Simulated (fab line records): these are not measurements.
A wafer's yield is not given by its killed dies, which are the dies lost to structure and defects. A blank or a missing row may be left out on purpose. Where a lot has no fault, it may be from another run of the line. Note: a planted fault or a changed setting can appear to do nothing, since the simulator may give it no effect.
Which tool was responsible? || flow nand harc || 24 lots, 72 wafers sampled, at 4 steps of a route of 1302

== WHAT THE GAUGES READ, wafer by wafer ==
NHARC_A_CHANNEL_HOLE_D1_INSPECT_40. Usual: raw defect count 70, standard deviation 28.
{"lot": "L074", "measured": "day 8 23:07", "on": "defect inspect-01", "raw defect count": "116 110 95", "flag": ""}
{"lot": "L075", "measured": "day 9 02:34", "on": "defect inspect-01", "raw defect count": "23 32 31", "flag": ""}
{"lot": "L076", "measured": "day 9 12:21", "on": "defect inspect-01", "raw defect count": "96 100 111", "flag": ""}
{"lot": "L077", "measured": "day 10 02:31", "on": "defect inspect-02", "raw defect count": "26 32 36", "flag": ""}
{"lot": "L078", "measured": "day 10 09:20", "on": "defect inspect-01", "raw defect count": "60 57 39", "flag": ""}
{"lot": "L079", "measured": "day 10 14:04", "on": "defect inspect-01", "raw defect count": "114 97 116", "flag": ""}
{"lot": "L080", "measured": "day 11 07:04", "on": "defect inspect-02", "raw defect count": "40 44 57", "flag": ""}
{"lot": "L082", "measured": "day 12 05:44", "on": "defect inspect-01", "raw defect count": "105 134 95", "flag": ""}
{"lot": "L081", "measured": "day 12 06:22", "on": "defect inspect-01", "raw defect count": "60 59 30", "flag": ""}
{"lot": "L083", "measured": "day 12 13:59", "on": "defect inspect-02", "raw defect count": "84 59 53", "flag": ""}
{"lot": "L085", "measured": "day 13 13:04", "on": "defect inspect-02", "raw defect count": "49 40 49", "flag": ""}
{"lot": "L084", "measured": "day 13 15:17", "on": "defect inspect-02", "raw defect count": "105 83 100", "flag": ""}
{"lot": "L086", "measured": "day 14 03:17", "on": "defect inspect-01", "raw defect count": "54 53 37", "flag": ""}
{"lot": "L087", "measured": "day 14 07:26", "on": "defect inspect-02", "raw defect count": "36 31 60", "flag": ""}
{"lot": "L088", "measured": "day 14 16:04", "on": "defect inspect-01", "raw defect count": "115 76 90", "flag": ""}
{"lot": "L089", "measured": "day 14 17:07", "on": "defect inspect-01", "raw defect count": "65 63 60", "flag": ""}
{"lot": "L091", "measured": "day 15 15:09", "on": "defect inspect-01", "raw defect count": "112 98 90", "flag": ""}
{"lot": "L090", "measured": "day 15 15:48", "on": "defect inspect-02", "raw defect count": "54 47 56", "flag": ""}
{"lot": "L092", "measured": "day 16 05:41", "on": "defect inspect-01", "raw defect count": "66 98 73", "flag": ""}
{"lot": "L093", "measured": "day 16 11:56", "on": "defect inspect-02", "raw defect count": "76 68 108", "flag": ""}
{"lot": "L094", "measured": "day 17 02:41", "on": "defect inspect-02", "raw defect count": "85 67 65", "flag": ""}
{"lot": "L095", "measured": "day 18 00:02", "on": "defect inspect-02", "raw defect count": "80 75 54", "flag": ""}
{"lot": "L096", "measured": "day 18 08:24", "on": "defect inspect-01", "raw defect count": "59 63 64", "flag": ""}
{"lot": "L097", "measured": "day 18 09:04", "on": "defect inspect-01", "raw defect count": "43 44 43", "flag": ""}

NHARC_A_DECK1_JOINT_INSPECT_05. Usual: raw defect count 324, standard deviation 120.
{"lot": "L074", "measured": "day 12 09:32", "on": "defect inspect-02", "raw defect count": "282 306 219", "flag": ""}
{"lot": "L075", "measured": "day 12 09:32", "on": "defect inspect-01", "raw defect count": "156 167 198", "flag": ""}
{"lot": "L076", "measured": "day 12 23:42", "on": "defect inspect-01", "raw defect count": "367 389 433", "flag": ""}
{"lot": "L077", "measured": "day 13 21:01", "on": "defect inspect-01", "raw defect count": "412 204 308", "flag": ""}
{"lot": "L078", "measured": "day 14 05:26", "on": "defect inspect-01", "raw defect count": "357 295 299", "flag": ""}
{"lot": "L079", "measured": "day 14 12:35", "on": "defect inspect-01", "raw defect count": "213 309 427", "flag": ""}
{"lot": "L080", "measured": "day 14 18:07", "on": "defect inspect-01", "raw defect count": "359 259 259", "flag": ""}
{"lot": "L082", "measured": "day 15 18:08", "on": "defect inspect-02", "raw defect count": "353 404 227", "flag": ""}
{"lot": "L081", "measured": "day 15 18:08", "on": "defect inspect-01", "raw defect count": "289 279 234", "flag": ""}
{"lot": "L083", "measured": "day 16 00:56", "on": "defect inspect-02", "raw defect count": "175 136 222", "flag": ""}
{"lot": "L085", "measured": "day 16 23:23", "on": "defect inspect-02", "raw defect count": "146 148 212", "flag": ""}
{"lot": "L084", "measured": "day 16 23:23", "on": "defect inspect-02", "raw defect count": "571 246 730", "flag": ""}
{"lot": "L086", "measured": "day 17 14:13", "on": "defect inspect-02", "raw defect count": "193 344 226", "flag": ""}
{"lot": "L087", "measured": "day 17 14:13", "on": "defect inspect-01", "raw defect count": "587 338 491", "flag": ""}
{"lot": "L088", "measured": "day 18 10:36", "on": "defect inspect-02", "raw defect count": "548 450 361", "flag": ""}
{"lot": "L089", "measured": "day 18 10:35", "on": "defect inspect-01", "raw defect count": "381 242 229", "flag": ""}
{"lot": "L091", "measured": "day 19 07:19", "on": "defect inspect-02", "raw defect count": "429 499 309", "flag": ""}
{"lot": "L090", "measured": "day 19 07:19", "on": "defect inspect-01", "raw defect count": "398 336 168", "flag": ""}
{"lot": "L092", "measured": "day 19 17:13", "on": "defect inspect-01", "raw defect count": "213 383 478", "flag": ""}
{"lot": "L093", "measured": "day 20 03:05", "on": "defect inspect-01", "raw defect count": "422 471 388", "flag": ""}
{"lot": "L094", "measured": "day 20 20:32", "on": "defect inspect-02", "raw defect count": "245 268 246", "flag": ""}
{"lot": "L095", "measured": "day 21 08:50", "on": "defect inspect-02", "raw defect count": "197 270 210", "flag": ""}
{"lot": "L096", "measured": "day 21 20:23", "on": "defect inspect-01", "raw defect count": "327 434 382", "flag": ""}
{"lot": "L097", "measured": "day 21 20:17", "on": "defect inspect-02", "raw defect count": "233 225 231", "flag": ""}

NHARC_A_ONON_D2_THK_MEAS_02: measures by ellipsometry. Usual: thk nm 998 nm, standard deviation 9.1.
{"lot": "L074", "measured": "day 12 10:19", "on": "film metro-01", "thk nm (nm)": "978 977 978", "flag": ""}
{"lot": "L075", "measured": "day 12 10:07", "on": "film metro-01", "thk nm (nm)": "992 990 991", "flag": ""}
{"lot": "L076", "measured": "day 13 00:17", "on": "film metro-02", "thk nm (nm)": "990 989 989", "flag": ""}
{"lot": "L077", "measured": "day 13 21:35", "on": "film metro-01", "thk nm (nm)": "1000 999 1001", "flag": ""}
{"lot": "L078", "measured": "day 14 06:01", "on": "film metro-02", "thk nm (nm)": "996 997 995", "flag": ""}
{"lot": "L079", "measured": "day 14 13:10", "on": "film metro-02", "thk nm (nm)": "1002 1001 1001", "flag": ""}
{"lot": "L080", "measured": "day 14 18:41", "on": "film metro-02", "thk nm (nm)": "996 994 996", "flag": ""}
{"lot": "L082", "measured": "day 15 18:43", "on": "film metro-02", "thk nm (nm)": "1004 1004 1004", "flag": ""}
{"lot": "L081", "measured": "day 15 18:42", "on": "film metro-01", "thk nm (nm)": "1006 1006 1006", "flag": ""}
{"lot": "L083", "measured": "day 16 01:30", "on": "film metro-02", "thk nm (nm)": "994 994 993", "flag": ""}
{"lot": "L085", "measured": "day 16 23:58", "on": "film metro-01", "thk nm (nm)": "988 988 988", "flag": ""}
{"lot": "L084", "measured": "day 16 23:58", "on": "film metro-01", "thk nm (nm)": "1010 1012 1011", "flag": ""}
{"lot": "L086", "measured": "day 17 15:06", "on": "film metro-01", "thk nm (nm)": "986 987 986", "flag": ""}
{"lot": "L087", "measured": "day 17 14:47", "on": "film metro-02", "thk nm (nm)": "1012 1014 1013", "flag": ""}
{"lot": "L088", "measured": "day 18 11:12", "on": "film metro-01", "thk nm (nm)": "1018 1016 1017", "flag": ""}
{"lot": "L089", "measured": "day 18 11:10", "on": "film metro-02", "thk nm (nm)": "994 991 993", "flag": ""}
{"lot": "L091", "measured": "day 19 07:54", "on": "film metro-01", "thk nm (nm)": "1001 1002 1002", "flag": ""}
{"lot": "L090", "measured": "day 19 07:54", "on": "film metro-01", "thk nm (nm)": "1005 1006 1006", "flag": ""}
{"lot": "L092", "measured": "day 19 17:47", "on": "film metro-02", "thk nm (nm)": "999 999 998", "flag": ""}
{"lot": "L093", "measured": "day 20 03:40", "on": "film metro-01", "thk nm (nm)": "1002 1001 1002", "flag": ""}
{"lot": "L094", "measured": "day 20 21:06", "on": "film metro-02", "thk nm (nm)": "1014 1012 1010", "flag": ""}
{"lot": "L095", "measured": "day 21 09:25", "on": "film metro-02", "thk nm (nm)": "995 995 994", "flag": ""}
{"lot": "L096", "measured": "day 21 21:04", "on": "film metro-01", "thk nm (nm)": "995 996 998", "flag": ""}
{"lot": "L097", "measured": "day 21 20:52", "on": "film metro-02", "thk nm (nm)": "988 988 989", "flag": ""}

== EACH LOT AND THE TOOL THAT RAN IT (in order: tool; ch and the chambers of the sampled wafers; start) ==
{"lot": "L074", "NHARC_A_CHANNEL_FILL_D1_ETCHBACK_08": "rie diel-06 ch 0,1,3, day 12 09:32 or earlier"}
{"lot": "L075", "NHARC_A_CHANNEL_FILL_D1_ETCHBACK_08": "rie diel-01 ch 1,3, day 12 09:32 or earlier"}
{"lot": "L076", "NHARC_A_CHANNEL_FILL_D1_ETCHBACK_08": "rie diel-01 ch 0,1, day 12 23:42 or earlier"}
{"lot": "L077", "NHARC_A_CHANNEL_FILL_D1_ETCHBACK_08": "rie diel-01 ch 0,1,2, day 13 21:01 or earlier"}
{"lot": "L078", "NHARC_A_CHANNEL_FILL_D1_ETCHBACK_08": "rie diel-08 ch 0,1,2, day 14 05:26 or earlier"}
{"lot": "L079", "NHARC_A_CHANNEL_FILL_D1_ETCHBACK_08": "rie diel-08 ch 0,1, day 14 12:35 or earlier"}
{"lot": "L080", "NHARC_A_CHANNEL_FILL_D1_ETCHBACK_08": "rie diel-06 ch 0,3, day 14 18:07 or earlier"}
{"lot": "L082", "NHARC_A_CHANNEL_FILL_D1_ETCHBACK_08": "rie diel-01 ch 1,2,3, day 15 18:08 or earlier"}
{"lot": "L081", "NHARC_A_CHANNEL_FILL_D1_ETCHBACK_08": "rie diel-08 ch 0,1,2, day 15 18:08 or earlier"}
{"lot": "L083", "NHARC_A_CHANNEL_FILL_D1_ETCHBACK_08": "rie diel-08 ch 0,1,2, day 16 00:56 or earlier"}
{"lot": "L085", "NHARC_A_CHANNEL_FILL_D1_ETCHBACK_08": "rie diel-01 ch 1,3, day 16 23:23 or earlier"}
{"lot": "L084", "NHARC_A_CHANNEL_FILL_D1_ETCHBACK_08": "rie diel-08 ch 2,3, day 16 23:23 or earlier"}
{"lot": "L086", "NHARC_A_CHANNEL_FILL_D1_ETCHBACK_08": "rie diel-01 ch 0,1, day 17 14:13 or earlier"}
{"lot": "L087", "NHARC_A_CHANNEL_FILL_D1_ETCHBACK_08": "rie diel-08 ch 0,1, day 17 14:13 or earlier"}
{"lot": "L088", "NHARC_A_CHANNEL_FILL_D1_ETCHBACK_08": "rie diel-06 ch 0,2,3, day 18 10:36 or earlier"}
{"lot": "L089", "NHARC_A_CHANNEL_FILL_D1_ETCHBACK_08": "rie diel-01 ch 0,2,3, day 18 10:35 or earlier"}
{"lot": "L091", "NHARC_A_CHANNEL_FILL_D1_ETCHBACK_08": "rie diel-06 ch 1,2,3, day 19 07:19 or earlier"}
{"lot": "L090", "NHARC_A_CHANNEL_FILL_D1_ETCHBACK_08": "rie diel-01 ch 2,3, day 19 07:19 or earlier"}
{"lot": "L092", "NHARC_A_CHANNEL_FILL_D1_ETCHBACK_08": "rie diel-01 ch 0,1,3, day 19 17:13 or earlier"}
{"lot": "L093", "NHARC_A_CHANNEL_FILL_D1_ETCHBACK_08": "rie diel-08 ch 0,1,3, day 20 03:05 or earlier"}
{"lot": "L094", "NHARC_A_CHANNEL_FILL_D1_ETCHBACK_08": "rie diel-08 ch 0,3, day 20 20:32 or earlier"}
{"lot": "L095", "NHARC_A_CHANNEL_FILL_D1_ETCHBACK_08": "rie diel-06 ch 0,1,2, day 21 08:50 or earlier"}
{"lot": "L096", "NHARC_A_CHANNEL_FILL_D1_ETCHBACK_08": "rie diel-01 ch 0,1,3, day 21 20:23 or earlier"}
{"lot": "L097", "NHARC_A_CHANNEL_FILL_D1_ETCHBACK_08": "rie diel-08 ch 2,3, day 21 20:17 or earlier"}
- NHARC_A_CHANNEL_FILL_D1_ETCHBACK_08: etches the open film in C4F8, target depth 220 nm, time 110 s.

== WHAT THE TOOLS THEMSELVES READ (means of the sampled wafers that have a number; where no wafer has one, the mark that the record gives instead) ==
NHARC_A_CHANNEL_FILL_D1_ETCHBACK_08. Usual: oes product au 0.94 a.u., standard deviation 0.033; rf vpp V 441.4 V, standard deviation 2.4.
{"lot": "L074", "tool": "rie diel-06", "oes product au (a.u.)": 1.00, "rf vpp V (V)": 443.1, "flag": ""}
{"lot": "L075", "tool": "rie diel-01", "oes product au (a.u.)": 0.99, "rf vpp V (V)": 443.6, "flag": ""}
{"lot": "L076", "tool": "rie diel-01", "oes product au (a.u.)": 0.92, "rf vpp V (V)": 441.2, "flag": ""}
{"lot": "L077", "tool": "rie diel-01", "oes product au (a.u.)": 0.95, "rf vpp V (V)": 441.7, "flag": ""}
{"lot": "L078", "tool": "rie diel-08", "oes product au (a.u.)": 0.92, "rf vpp V (V)": 440.7, "flag": ""}
{"lot": "L079", "tool": "rie diel-08", "oes product au (a.u.)": 0.93, "rf vpp V (V)": 439.4, "flag": ""}
{"lot": "L080", "tool": "rie diel-06", "oes product au (a.u.)": 0.94, "rf vpp V (V)": 442.2, "flag": ""}
{"lot": "L082", "tool": "rie diel-01", "oes product au (a.u.)": 0.95, "rf vpp V (V)": 442.7, "flag": ""}
{"lot": "L081", "tool": "rie diel-08", "oes product au (a.u.)": 0.92, "rf vpp V (V)": 440.7, "flag": ""}
{"lot": "L083", "tool": "rie diel-08", "oes product au (a.u.)": 0.92, "rf vpp V (V)": 440.4, "flag": ""}
{"lot": "L085", "tool": "rie diel-01", "oes product au (a.u.)": 0.92, "rf vpp V (V)": 444.9, "flag": ""}
{"lot": "L084", "tool": "rie diel-08", "oes product au (a.u.)": 0.92, "rf vpp V (V)": 441.0, "flag": ""}
{"lot": "L086", "tool": "rie diel-01", "oes product au (a.u.)": 0.91, "rf vpp V (V)": 442.2, "flag": ""}
{"lot": "L087", "tool": "rie diel-08", "oes product au (a.u.)": 0.93, "rf vpp V (V)": 438.4, "flag": ""}
{"lot": "L088", "tool": "rie diel-06", "oes product au (a.u.)": 1.00, "rf vpp V (V)": 441.4, "flag": ""}
{"lot": "L089", "tool": "rie diel-01", "oes product au (a.u.)": 0.92, "rf vpp V (V)": 442.0, "flag": ""}
{"lot": "L091", "tool": "rie diel-06", "oes product au (a.u.)": 0.93, "rf vpp V (V)": 441.8, "flag": ""}
{"lot": "L090", "tool": "rie diel-01", "oes product au (a.u.)": 0.98, "rf vpp V (V)": 442.6, "flag": ""}
{"lot": "L092", "tool": "rie diel-01", "oes product au (a.u.)": 0.92, "rf vpp V (V)": 442.4, "flag": ""}
{"lot": "L093", "tool": "rie diel-08", "oes product au (a.u.)": 1.00, "rf vpp V (V)": 437.6, "flag": ""}
{"lot": "L094", "tool": "rie diel-08", "oes product au (a.u.)": 0.92, "rf vpp V (V)": 438.9, "flag": ""}
{"lot": "L095", "tool": "rie diel-06", "oes product au (a.u.)": 0.93, "rf vpp V (V)": 440.4, "flag": ""}
{"lot": "L096", "tool": "rie diel-01", "oes product au (a.u.)": 0.93, "rf vpp V (V)": 442.2, "flag": ""}
{"lot": "L097", "tool": "rie diel-08", "oes product au (a.u.)": 1.01, "rf vpp V (V)": 440.7, "flag": ""}

== THE ANSWER, worked out from the rows above alone ==
Rule: take the mean of a lot's wafers that have a number; if it is more than 3 standard deviations from the usual mean, the lot is off. A lot without any number at a reading at which 4 lots or more have one is off too. The other lots that the step has rows for count as sound. After the gauges, taken in route order, come the tools' own readings; for these a lot's mean is taken, as printed above. At the first step where some lot is off, the reading lying furthest off is the one used; lots without a number count as furthest.
Across all readings shown, no lot is off: no conclusion can be drawn from this.

== WHAT THE SIMULATOR HAD INSERTED ==
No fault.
